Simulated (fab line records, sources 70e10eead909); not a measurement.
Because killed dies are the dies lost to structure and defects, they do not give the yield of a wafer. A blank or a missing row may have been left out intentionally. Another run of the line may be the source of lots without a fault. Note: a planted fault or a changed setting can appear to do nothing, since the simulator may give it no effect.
Matching of chambers	flow nandHarc	3 sister chambers for NHARC_A_M0_PRE_CLEAN_31 on pecvd-02
The step time 12 s. 6 wafers are shown with their chamber, then 7 later ones without.

## WAFERS WITH THEIR CHAMBER
wafer	chamber	heaterPowerW (W)	susceptorTempC (C)
L593.2	0	451	369.95
L597.4	0	528	370.26
L597.5	1	610	370.31
L597.6	2	601	369.89
L599.2	1	652	370.08
L599.3	2	696	370.15

## WAFERS WHOSE CHAMBER IS MISSING
wafer	heaterPowerW (W)	susceptorTempC (C)
L599.6	687	370.27
L601.2	682	369.87
L601.3	666	370.11
L601.4	679	370.45
L602.2	547	370.30
L602.4	628	370.05
L602.6	539	370.01

## CHAMBER TAKEN BY EACH
wafer	from the rows above	in truth
L599.6	can't be placed: 1 or 2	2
L601.2	can't be placed: 2 or 1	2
L601.3	can't be placed: 2 or 1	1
L601.4	can't be placed: 1 or 2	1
L602.2	can't be placed: 0 or 1 or 2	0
L602.4	can't be placed: 2 or 1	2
L602.6	can't be placed: 0 or 1 or 2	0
Correctly placed: 0 of 7. Not placeable from these rows: 7 (in 7, the candidates include the true chamber). Number placed wrongly: 0.
How it was worked out, from the rows above alone: a wafer's distance from a chamber is the root of the sum, over the readings, of the square of ((its reading less the chamber's mean) divided by the reading's scatter). The wafer belongs to the nearest chamber; if the next one is less than 2 further off, it can't be placed. A chamber's mean is the mean of its shown wafers. The scatter: the root of (the sum of the squares of (reading less its chamber's mean) over the shown wafers, divided by (wafers less chambers)).
